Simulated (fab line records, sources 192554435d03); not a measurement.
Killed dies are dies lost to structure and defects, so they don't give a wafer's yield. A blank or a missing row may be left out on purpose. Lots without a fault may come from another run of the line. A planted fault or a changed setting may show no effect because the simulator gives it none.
fab line records | flow n5_finfet
record lots=24 wafers=72 last_day=17
route steps=1938 shown BEOL_M2@904 BEOL_M3@931
lots that met no fault: from a run of the same line without faults
start_h: hours from the record's first day to the start of the lot's first wafer shown | wait_h: hours since the lot's step before | " the same as in the row above | L1.1+2: a row that stands for several wafers | - no value, or no start given | * or withheld: withheld | < > ~ a bound
route shown NAME@n: a module of which the file shows steps, and the number in the route of the first | usual: mean/standard deviation of fault-free wafers | same: alike in all rows | chamber/n: place in a boat | sites: the reading at each site | _std_site: their standard deviation | _edge_site: outer sites' mean less inner sites' | radius_mm: how far each site lies from the wafer's centre | mask NAME#n: copy n | behind: the tool/chamber that last shaped the wafer | hold: why the lot was held/for how many hours/how that ended | device: the transistor (n, p or np) that didn't switch | end of line: the same wafers' tests at the end of the route | a step without rows: its recipe alone | killed: dies lost to structure and defects at the first sort, not the wafer's yield | map: a wafer's dies, x killed, . not, _ none there
set.NAME: the setting as run; set.NAME@STEP: as run at that earlier step | model.NAME: the simulator's own value behind a step, which no gauge read
steps of the route over a sample of lots; a table a step, a row a wafer
services: from which hour (start_h, from the record's first day; less than 0 if before it) a tool's chamber was out of use, for how many hours, and why
## steps
# step N5_BEOL_M2_SPUTTER_48
# recipe material=Cu target_thk_a=45 temp_c=-20 chamber_pressure_pa=0.07 power_w=withheld time_s=8.29
# usual throttle_valve_pct=29.7/0.93
# columns lot.wafer tool chamber start_h wait_h throttle_valve_pct
L074.1 pvd_sputter-03 - 135.63 0.2 29.7
L074.2 " - " " 27.7
L074.4 " - " " 30.7
L076.1 pvd_sputter-01 - 149.62 1.0 28.6
L076.2 " - " " 30.2
L076.4 " - " " 30.2
L075.3 pvd_sputter-03 - 150.86 0.2 29.7
L075.4 " - " " 27.8
L075.6 " - " " 27.7
L077.1 pvd_sputter-03 - 157.26 0.4 29.6
L077.2 " - " " 29.6
L077.5 " - " " 27.7
L078.2 pvd_sputter-02 - 166.90 0.1 29.8
L078.3 " - " " 31.0
L078.5 " - " " 29.6
L079.1 pvd_sputter-01 - 167.12 0.1 30.7
L079.2 " - " " 28.7
L079.6 " - " " 30.8
L080.1 pvd_sputter-03 - 174.67 1.6 27.8
L080.2 " - " " 29.5
L080.4 " - " " 30.5
L081.2 pvd_sputter-02 - 180.07 0.2 29.7
L081.3 " - " " 29.1
L081.6 " - " " 29.7
L082.1 pvd_sputter-01 - 181.56 1.2 30.1
L082.2 " - " " 30.5
L082.6 " - " " 30.7
L083.1 pvd_sputter-01 - 194.04 0.1 30.5
L083.2 " - " " 30.0
L083.5 " - " " 30.2
L084.2 pvd_sputter-02 - 194.79 0.1 28.6
L084.4 " - " " 29.8
L084.5 " - " " 31.0
L085.1 pvd_sputter-03 - 208.32 0.1 29.7
L085.3 " - " " 27.8
L085.5 " - " " 29.7
L086.1 pvd_sputter-02 - 214.13 0.9 28.6
L086.4 " - " " 31.2
L086.5 " - " " 30.8
L087.1 pvd_sputter-02 - 220.81 0.1 29.7
L087.4 " - " " 29.1
L087.5 " - " " 29.7
L088.1 pvd_sputter-03 - 221.48 0.1 27.5
L088.3 " - " " 29.7
L088.6 " - " " 27.7
L089.3 pvd_sputter-01 - 228.86 0.1 30.0
L089.4 " - " " 30.6
L089.6 " - " " 30.3
L090.4 pvd_sputter-01 - 235.85 0.2 30.7
L090.5 " - " " 28.5
L090.6 " - " " 30.8
L091.2 pvd_sputter-03 - 238.92 0.1 30.8
L091.3 " - " " 29.7
L091.5 " - " " 29.5
L092.2 pvd_sputter-01 - 241.91 0.1 28.5
L092.4 " - " " 30.1
L092.5 " - " " 30.4
L093.1 pvd_sputter-02 - 249.13 0.1 31.0
L093.5 " - " " 29.1
L093.6 " - " " 31.1
L094.2 pvd_sputter-02 - 266.98 0.1 31.3
L094.4 " - " " 29.0
L094.6 " - " " 29.7
L095.1 pvd_sputter-02 - 272.06 0.1 28.5
L095.3 " - " " 29.9
L095.5 " - " " 31.2
L097.2 pvd_sputter-02 - 276.94 1.3 29.0
L097.3 " - " " 30.7
L097.4 " - " " 29.7
L096.2 pvd_sputter-02 - 280.46 0.1 28.7
L096.4 " - " " 29.2
L096.6 " - " " 29.1
# step N5_BEOL_M2_SPUTTER_81
# recipe material=Cu target_thk_a=45 temp_c=-20 chamber_pressure_pa=0.07 power_w=withheld time_s=8.29
# usual throttle_valve_pct=29.7/0.96
# columns lot.wafer tool chamber start_h wait_h throttle_valve_pct
L074.1 pvd_sputter-03 - 136.07 0.1 29.9
L074.2 " - " " 27.5
L074.4 " - " " 30.6
L076.1 pvd_sputter-01 - 150.06 0.1 28.7
L076.2 " - " " 29.8
L076.4 " - " " 30.0
L075.3 pvd_sputter-03 - 151.30 0.1 29.5
L075.4 " - " " 27.5
L075.6 " - " " 27.8
L077.1 pvd_sputter-03 - 157.70 0.1 29.6
L077.2 " - " " 29.7
L077.5 " - " " 27.5
L078.2 pvd_sputter-02 - 167.34 0.1 29.6
L078.3 " - " " 30.9
L078.5 " - " " 29.6
L079.1 pvd_sputter-01 - 167.56 0.1 30.6
L079.2 " - " " 28.7
L079.6 " - " " 30.6
L080.1 pvd_sputter-03 - 175.11 0.1 27.6
L080.2 " - " " 29.6
L080.4 " - " " 30.4
L081.2 pvd_sputter-02 - 180.51 0.1 29.7
L081.3 " - " " 29.0
L081.6 " - " " 29.7
L082.1 pvd_sputter-01 - 182.00 0.1 30.1
L082.2 " - " " 30.8
L082.6 " - " " 30.7
L083.1 pvd_sputter-01 - 194.48 0.1 30.5
L083.2 " - " " 30.1
L083.5 " - " " 30.3
L084.2 pvd_sputter-02 - 195.23 0.1 28.8
L084.4 " - " " 29.7
L084.5 " - " " 31.3
L085.1 pvd_sputter-03 - 208.76 0.1 30.0
L085.3 " - " " 27.7
L085.5 " - " " 29.9
L086.1 pvd_sputter-02 - 214.57 0.1 29.1
L086.4 " - " " 31.2
L086.5 " - " " 30.8
L087.1 pvd_sputter-02 - 221.25 0.1 30.0
L087.4 " - " " 28.8
L087.5 " - " " 29.4
L088.1 pvd_sputter-03 - 221.92 0.1 27.5
L088.3 " - " " 30.0
L088.6 " - " " 27.5
L089.3 pvd_sputter-01 - 229.30 0.1 30.1
L089.4 " - " " 30.9
L089.6 " - " " 30.1
L090.4 pvd_sputter-01 - 236.29 0.1 30.6
L090.5 " - " " 28.7
L090.6 " - " " 30.7
L091.2 pvd_sputter-03 - 239.36 0.1 30.8
L091.3 " - " " 29.7
L091.5 " - " " 29.7
L092.2 pvd_sputter-01 - 242.35 0.1 28.4
L092.4 " - " " 30.1
L092.5 " - " " 30.5
L093.1 pvd_sputter-02 - 249.57 0.1 31.1
L093.5 " - " " 29.1
L093.6 " - " " 31.0
L094.2 pvd_sputter-02 - 267.42 0.1 30.9
L094.4 " - " " 28.6
L094.6 " - " " 29.6
L095.1 pvd_sputter-02 - 272.50 0.1 28.7
L095.3 " - " " 29.7
L095.5 " - " " 31.1
L097.2 pvd_sputter-02 - 277.38 0.1 28.9
L097.3 " - " " 31.1
L097.4 " - " " 29.7
L096.2 pvd_sputter-02 - 280.90 0.1 28.8
L096.4 " - " " 29.3
L096.6 " - " " 29.1
# step N5_BEOL_M2_ANNEAL_95
# recipe temp_c=400 time_s=240 ambient=vacuum
# usual heater_power_w=796/100
# columns lot.wafer tool chamber start_h wait_h heater_power_w
L074.1 pvd_sputter-03 - 137.25 0.0 856
L074.2 " - " " 1075
L074.4 " - " " 731
L076.1 pvd_sputter-01 - 151.24 0.0 859
L076.2 " - " " 890
L076.4 " - " " 728
L075.3 pvd_sputter-03 - 152.48 0.0 760
L075.4 " - " " 1067
L075.6 " - " " 1014
L077.1 pvd_sputter-03 - 158.88 0.0 829
L077.2 " - " " 756
L077.5 " - " " 1064
L078.2 pvd_sputter-02 - 168.52 0.0 714
L078.3 " - " " 693
L078.5 " - " " 711
L079.1 pvd_sputter-01 - 168.74 0.0 754
L079.2 " - " " 865
L079.6 " - " " 770
L080.1 pvd_sputter-03 - 176.29 0.0 1050
L080.2 " - " " 884
L080.4 " - " " 734
L081.2 pvd_sputter-02 - 181.69 0.0 684
L081.3 " - " " 881
L081.6 " - " " 709
L082.1 pvd_sputter-01 - 183.18 0.0 716
L082.2 " - " " 749
L082.6 " - " " 749
L083.1 pvd_sputter-01 - 195.66 0.0 747
L083.2 " - " " 738
L083.5 " - " " 901
L084.2 pvd_sputter-02 - 196.41 0.0 720
L084.4 " - " " 673
L084.5 " - " " 711
L085.1 pvd_sputter-03 - 209.94 0.0 864
L085.3 " - " " 1042
L085.5 " - " " 852
L086.1 pvd_sputter-02 - 215.75 0.0 718
L086.4 " - " " 715
L086.5 " - " " 721
L087.1 pvd_sputter-02 - 222.43 0.0 706
L087.4 " - " " 711
L087.5 " - " " 709
L088.1 pvd_sputter-03 - 223.10 0.0 1064
L088.3 " - " " 762
L088.6 " - " " 1060
L089.3 pvd_sputter-01 - 230.48 0.0 712
L089.4 " - " " 763
L089.6 " - " " 721
L090.4 pvd_sputter-01 - 237.47 0.0 776
L090.5 " - " " 838
L090.6 " - " " 747
L091.2 pvd_sputter-03 - 240.54 0.0 737
L091.3 " - " " 863
L091.5 " - " " 751
L092.2 pvd_sputter-01 - 243.53 0.0 888
L092.4 " - " " 922
L092.5 " - " " 745
L093.1 pvd_sputter-02 - 250.75 0.0 703
L093.5 " - " " 884
L093.6 " - " " 713
L094.2 pvd_sputter-02 - 268.60 0.0 716
L094.4 " - " " 703
L094.6 " - " " 699
L095.1 pvd_sputter-02 - 273.68 0.0 712
L095.3 " - " " 688
L095.5 " - " " 714
L097.2 pvd_sputter-02 - 278.56 0.0 732
L097.3 " - " " 711
L097.4 " - " " 700
L096.2 pvd_sputter-02 - 282.08 0.0 715
L096.4 " - " " 890
L096.6 " - " " 878
# step N5_BEOL_M2_THK_MEAS_53
# recipe thk_meas_gauge=xrf reads=Cu_of_BEOL_M2_ECD_50
# usual M2_THK=40.2/1.9
# columns lot.wafer tool chamber start_h wait_h M2_THK[nm]
L074.1 film_metro-02 - 138.36 - 36.9
L074.2 " - " " 39.7
L074.4 " - " " 39.0
L076.1 film_metro-02 - 152.16 - 42.0
L076.2 " - " " 40.2
L076.4 " - " " 40.5
L075.3 film_metro-02 - 153.62 - 39.0
L075.4 " - " " 40.8
L075.6 " - " " 43.0
L077.1 film_metro-02 - 159.81 - 41.2
L077.2 " - " " 39.4
L077.5 " - " " 41.9
L078.2 film_metro-01 - 169.45 - 40.7
L078.3 " - " " 38.0
L078.5 " - " " 39.6
L079.1 film_metro-01 - 169.72 - 43.1
L079.2 " - " " 40.2
L079.6 " - " " 42.7
L080.1 film_metro-02 - 177.22 - 39.8
L080.2 " - " " 40.6
L080.4 " - " " 42.6
L081.2 film_metro-02 - 182.61 - 37.6
L081.3 " - " " 42.6
L081.6 " - " " 39.7
L082.1 film_metro-01 - 184.25 - 38.4
L082.2 " - " " 40.6
L082.6 " - " " 40.3
L083.1 film_metro-01 - 196.59 - 38.0
L083.2 " - " " 38.5
L083.5 " - " " 38.7
L084.2 film_metro-02 - 197.34 - 40.4
L084.4 " - " " 39.1
L084.5 " - " " 40.9
L085.1 film_metro-02 - 210.88 - 46.1
L085.3 " - " " 37.5
L085.5 " - " " 43.8
L086.1 film_metro-02 - 216.67 - 41.3
L086.4 " - " " 38.6
L086.5 " - " " 41.8
L087.1 film_metro-02 - 223.35 - 43.1
L087.4 " - " " 37.7
L087.5 " - " " 37.6
L088.1 film_metro-01 - 224.90 - 40.1
L088.3 " - " " 41.0
L088.6 " - " " 36.2
L089.3 film_metro-02 - 231.41 - 36.7
L089.4 " - " " 38.9
L089.6 " - " " 42.9
L090.4 film_metro-02 - 238.41 - 39.9
L090.5 " - " " 38.9
L090.6 " - " " 38.8
L091.2 film_metro-01 - 241.46 - 37.5
L091.3 " - " " 40.2
L091.5 " - " " 40.3
L092.2 film_metro-01 - 244.72 - 37.4
L092.4 " - " " 43.3
L092.5 " - " " 37.6
L093.1 film_metro-02 - 251.67 - 37.6
L093.5 " - " " 41.2
L093.6 " - " " 44.9
L094.2 film_metro-02 - 269.53 - 39.5
L094.4 " - " " 38.3
L094.6 " - " " 38.2
L095.1 film_metro-02 - 274.61 - 39.6
L095.3 " - " " 36.6
L095.5 " - " " 41.5
L097.2 film_metro-02 - 279.49 - 40.8
L097.3 " - " " 40.3
L097.4 " - " " 41.4
L096.2 film_metro-02 - 283.01 - 38.5
L096.4 " - " " 41.3
L096.6 " - " " 40.8
# step N5_BEOL_M2_PRE_CLEAN_60
# recipe gas=NH3/H2 time_s=15 temp_c=* rf_power_w=300
# usual heater_power_outer_w=17/8.9 heater_power_w=76/11
# columns lot.wafer tool chamber start_h wait_h heater_power_outer_w heater_power_w
L074.1 cvd_co-01 2 138.39 0.0 20 70
L074.2 " 0 " " 3 63
L074.4 " 0 " " 3 65
L076.1 cvd_co-01 2 152.20 0.0 20 71
L076.2 " 1 " " 23 87
L076.4 " 2 " " 20 71
L075.3 cvd_co-02 2 153.72 0.1 26 89
L075.4 " 2 " " 28 88
L075.6 " 0 " " 29 97
L077.1 cvd_co-01 1 159.85 0.0 24 86
L077.2 " 0 " " 4 65
L077.5 " 2 " " 20 69
L078.2 cvd_co-01 0 169.49 0.0 3 63
L078.3 " 2 " " 20 72
L078.5 " 1 " " 23 83
L079.1 cvd_co-02 1 169.76 0.0 12 65
L079.2 " 2 " " 27 85
L079.6 " 1 " " 11 64
L080.1 cvd_co-02 1 177.26 0.0 11 65
L080.2 " 2 " " 28 88
L080.4 " 2 " " 27 90
L081.2 cvd_co-01 2 182.65 0.0 20 70
L081.3 " 0 " " 3 64
L081.6 " 1 " " 24 86
L082.1 cvd_co-01 0 184.28 0.0 3 66
L082.2 " 1 " " 24 86
L082.6 " 1 " " 23 86
L083.1 cvd_co-01 2 196.63 0.0 20 71
L083.2 " 1 " " 23 85
L083.5 " 2 " " 20 71
L084.2 cvd_co-01 0 197.38 0.0 4 65
L084.4 " 2 " " 20 73
L084.5 " 1 " " 24 86
L085.1 cvd_co-02 0 210.92 0.0 29 96
L085.3 " 1 " " 11 64
L085.5 " 2 " " 27 89
L086.1 cvd_co-01 2 216.73 0.1 21 71
L086.4 " 2 " " 21 71
L086.5 " 0 " " 4 64
L087.1 cvd_co-01 2 223.39 0.0 20 70
L087.4 " 1 " " 23 88
L087.5 " 0 " " 4 65
L088.1 cvd_co-01 2 225.20 0.3 21 71
L088.3 " 1 " " 23 85
L088.6 " 2 " " 20 71
L089.3 cvd_co-02 1 231.45 0.0 11 64
L089.4 " 1 " " 11 63
L089.6 " 0 " " 30 99
L090.4 cvd_co-01 1 238.46 0.1 24 84
L090.5 " 0 " " 4 64
L090.6 " 2 " " 20 71
L091.2 cvd_co-01 2 241.50 0.0 21 72
L091.3 " 1 " " 23 85
L091.5 " 1 " " 23 87
L092.2 cvd_co-01 2 244.75 0.0 20 71
L092.4 " 1 " " 24 84
L092.5 " 0 " " 4 65
L093.1 cvd_co-01 0 251.71 0.0 4 63
L093.5 " 2 " " 21 72
L093.6 " 1 " " 24 86
L094.2 cvd_co-01 0 269.56 0.0 4 65
L094.4 " 1 " " 23 88
L094.6 " 0 " " 4 65
L095.1 cvd_co-01 1 274.65 0.0 23 88
L095.3 " 2 " " 21 72
L095.5 " 0 " " 4 65
L097.2 cvd_co-01 0 279.69 0.2 4 65
L097.3 " 2 " " 21 71
L097.4 " 1 " " 23 86
L096.2 cvd_co-01 0 283.04 0.0 4 65
L096.4 " 0 " " 4 66
L096.6 " 2 " " 21 73
# step N5_BEOL_M3_ILD_DEP_00
# recipe material=SiOC target_thk_a=790 temp_c=350 precursor=DEMS/O2 pressure_torr=5 rf_w=500 time_s=15.3
# usual heater_power_outer_w=260/44 heater_power_w=487/65 showerhead_plenum_p_Torr=5.689/0.014 throttle_valve_pct=12.5/0.68
# columns lot.wafer tool chamber start_h wait_h heater_power_outer_w heater_power_w showerhead_plenum_p_Torr throttle_valve_pct
L074.1 pecvd-04 1 138.68 0.0 286 508 5.684 13.1
L074.2 " 0 " " 171 380 5.688 12.7
L074.4 " 2 " " 238 428 5.672 11.5
L076.1 pecvd-04 1 152.52 0.0 280 514 5.691 13.2
L076.2 " 2 " " 218 415 5.663 12.0
L076.4 " 0 " " 202 422 5.690 12.5
L075.3 pecvd-02 2 154.01 0.0 263 505 5.683 11.7
L075.4 " 1 " " 284 500 5.693 12.4
L075.6 " 0 " " 293 547 5.688 13.4
L077.1 pecvd-04 1 160.16 0.0 276 488 5.686 13.2
L077.2 " 2 " " 252 456 5.673 11.7
L077.5 " 2 " " 253 448 5.666 11.8
L078.2 pecvd-02 0 169.78 0.0 277 536 5.691 12.8
L078.3 " 1 " " 243 447 5.677 12.2
L078.5 " 1 " " 251 456 5.699 12.4
L079.1 pecvd-02 0 170.05 0.0 280 540 5.686 12.8
L079.2 " 2 " " 273 529 5.697 11.9
L079.6 " 2 " " 269 531 5.682 11.8
L080.1 pecvd-01 0 177.63 0.0 152 318 5.671 11.8
L080.2 " 1 " " 325 547 5.721 14.0
L080.4 " 1 " " 337 542 5.733 13.9
L081.2 pecvd-04 0 182.94 0.0 191 418 5.699 12.8
L081.3 " 1 " " 281 501 5.674 13.4
L081.6 " 2 " " 250 457 5.675 11.6
L082.1 pecvd-01 2 184.57 0.0 249 435 5.691 12.2
L082.2 " 1 " " 346 589 5.730 13.9
L082.6 " 0 " " 151 318 5.680 11.6
L083.1 pecvd-04 2 196.94 0.0 247 463 5.672 11.7
L083.2 " 1 " " 275 491 5.678 13.6
L083.5 " 1 " " 279 487 5.675 13.3
L084.2 pecvd-04 1 197.69 0.0 221 420 5.690 13.4
L084.4 " 2 " " 265 454 5.676 11.9
L084.5 " 0 " " 205 446 5.698 12.5
L085.1 pecvd-02 1 211.20 0.0 254 458 5.703 12.3
L085.3 " 2 " " 279 548 5.688 11.7
L085.5 " 1 " " 263 474 5.703 12.3
L086.1 pecvd-04 0 217.02 0.0 199 426 5.708 12.3
L086.4 " 1 " " 243 441 5.692 13.4
L086.5 " 0 " " 204 423 5.691 12.8
L087.1 pecvd-02 0 223.69 0.0 249 498 5.682 13.0
L087.4 " 2 " " 282 541 5.681 11.7
L087.5 " 1 " " 295 514 5.682 12.4
L088.1 pecvd-02 0 225.51 0.0 288 544 5.689 12.8
L088.3 " 2 " " 309 597 5.682 11.6
L088.6 " 1 " " 314 552 5.680 12.4
L089.3 pecvd-02 2 231.73 0.0 330 614 5.683 11.8
L089.4 " 2 " " 343 616 5.704 11.4
L089.6 " 1 " " 310 536 5.689 12.2
L090.4 pecvd-02 1 238.75 0.1 294 507 5.691 12.3
L090.5 " 0 " " 313 588 5.697 12.8
L090.6 " 2 " " 284 542 5.697 11.6
L091.2 pecvd-02 1 241.83 0.1 286 491 5.705 12.5
L091.3 " 0 " " 262 506 5.699 12.9
L091.5 " 0 " " 263 518 5.701 12.9
L092.2 pecvd-02 1 245.04 0.0 237 431 5.708 12.3
L092.4 " 1 " " 243 431 5.694 12.3
L092.5 " 0 " " 249 487 5.691 12.9
L093.1 pecvd-02 0 252.00 0.0 243 493 5.684 13.1
L093.5 " 1 " " 237 442 5.696 12.4
L093.6 " 2 " " 274 537 5.685 11.6
L094.2 pecvd-01 0 269.85 0.0 180 351 5.673 11.9
L094.4 " 1 " " 332 542 5.716 14.0
L094.6 " 1 " " 328 550 5.737 14.2
L095.1 pecvd-04 2 274.93 0.0 262 468 5.677 11.9
L095.3 " 1 " " 213 409 5.676 13.3
L095.5 " 2 " " 190 370 5.685 11.6
L097.2 pecvd-02 2 279.97 0.0 316 593 5.687 11.8
L097.3 " 1 " " 269 470 5.691 12.2
L097.4 " 2 " " 319 588 5.674 11.9
L096.2 pecvd-02 2 283.33 0.0 265 520 5.683 11.8
L096.4 " 1 " " 276 491 5.705 12.3
L096.6 " 2 " " 274 525 5.690 12.0
## services
# columns tool chamber start_h hours kind
cvd_co-01 1 114.76 - clean
cvd_co-01 1 114.76 22.0 scheduled_down
cvd_co-01 1 114.76 22.0 vent_cycle
pecvd-04 2 118.86 5.5 scheduled_down
cvd_co-02 0 123.49 17.2 repair
pecvd-02 - 130.66 0.8 repair
pecvd-01 0 148.23 5.5 scheduled_down
pecvd-02 1 160.51 5.0 scheduled_down
cvd_co-02 0 174.69 6.3 repair
pecvd-01 2 193.53 5.5 scheduled_down
pecvd-04 0 198.77 11.6 repair
pecvd-01 2 202.38 - clean
pecvd-01 2 202.38 - consumable_replace:showerhead
pecvd-01 2 202.38 29.0 scheduled_down
pecvd-01 2 202.38 29.0 vent_cycle
pecvd-02 - 212.28 0.4 repair
pecvd-02 0 214.62 2.1 scheduled_down
cvd_co-01 - 219.58 0.3 repair
cvd_co-02 - 221.99 6.9 pm
pecvd-02 2 241.55 5.5 scheduled_down
pecvd-02 - 245.19 5.5 pm
pecvd-02 2 255.88 2.1 scheduled_down
cvd_co-02 - 264.23 0.8 repair
pecvd-01 2 266.03 5.0 scheduled_down
## key
fault none
